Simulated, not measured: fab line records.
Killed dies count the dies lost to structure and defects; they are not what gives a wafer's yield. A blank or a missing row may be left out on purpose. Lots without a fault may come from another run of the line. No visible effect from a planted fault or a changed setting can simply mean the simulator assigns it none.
Which tool is to blame? + flow nand harc + Sampling: 12 lots, 36 wafers, 2 of 1302 route steps

== WHAT THE GAUGES READ, wafer by wafer ==
NHARC_A_CONTACT_CD_MEAS_80.
| lot  | measured     | on        | cd nm (nm)        |
|------|--------------|-----------|-------------------|
| L074 | day 22 14:03 | cd sem-02 | 290.0 289.6 290.0 |
| L077 | day 22 20:41 | cd sem-03 | 288.9 290.4 290.3 |
| L078 | day 24 02:31 | cd sem-01 | 288.5 288.0 288.2 |
| L082 | day 25 05:36 | cd sem-01 | 289.1 289.4 288.7 |
| L084 | day 26 09:38 | cd sem-02 | 289.3 288.7 290.2 |
| L085 | day 26 18:09 | cd sem-01 | 289.1 290.2 289.4 |
| L088 | day 27 14:25 | cd sem-01 | 289.2 290.4 289.2 |
| L087 | day 28 10:57 | cd sem-01 | 289.8 290.6 290.7 |
| L091 | day 29 16:04 | cd sem-01 | 289.1 290.0 289.7 |
| L093 | day 30 08:04 | cd sem-03 | 289.9 289.8 289.6 |
| L095 | day 30 17:41 | cd sem-02 | 288.3 288.4 288.6 |
| L096 | day 30 23:56 | cd sem-03 | 290.8 289.6 290.6 |

== EACH LOT AND THE TOOL THAT RAN IT (in order: tool; ch and the chambers of the sampled wafers; start) ==
| lot  | NHARC_A_CONTACT_ETCH_124             |
|------|--------------------------------------|
| L074 | har cap etch-01 ch 1, day 22 11:24   |
| L077 | har cap etch-03 ch 0,1, day 22 18:04 |
| L078 | har cap etch-03 ch 0,1, day 23 23:28 |
| L082 | har cap etch-03 ch 0,1, day 25 03:02 |
| L084 | har cap etch-03 ch 0,1, day 26 07:02 |
| L085 | har cap etch-03 ch 0,1, day 26 15:32 |
| L088 | har cap etch-03 ch 0,1, day 27 11:52 |
| L087 | har cap etch-03 ch 0,1, day 28 08:20 |
| L091 | har cap etch-03 ch 0,1, day 29 13:27 |
| L093 | har cap etch-01 ch 0,1, day 30 05:11 |
| L095 | har cap etch-02 ch 0,1, day 30 15:04 |
| L096 | har cap etch-02 ch 0,1, day 30 21:22 |
- NHARC_A_CONTACT_ETCH_124: etches the open film in C4F8/O2/Ar, time 140 s, target depth 700 nm.

== THE ANSWER, worked out from the rows above alone ==
Rule: what is usual is taken from the lots themselves. The widest of any qualifying gaps counts: lots, ordered by their means at a reading, are off when they make up no more than a third of the lots, leave a main group of 4 or more, and stand apart from it by 3 or more times the standard deviation of that group's means. The tables above print the reading to a certain number of digits; a main group whose means all agree to those digits is not used. A lot without any number at a reading at which 4 lots or more have one is off too. Any other lot the step has rows for is counted as sound.
No lot is off on any of the readings shown, so nothing can be concluded from this.

== WHAT HAD BEEN PUT IN BY THE SIMULATOR ==
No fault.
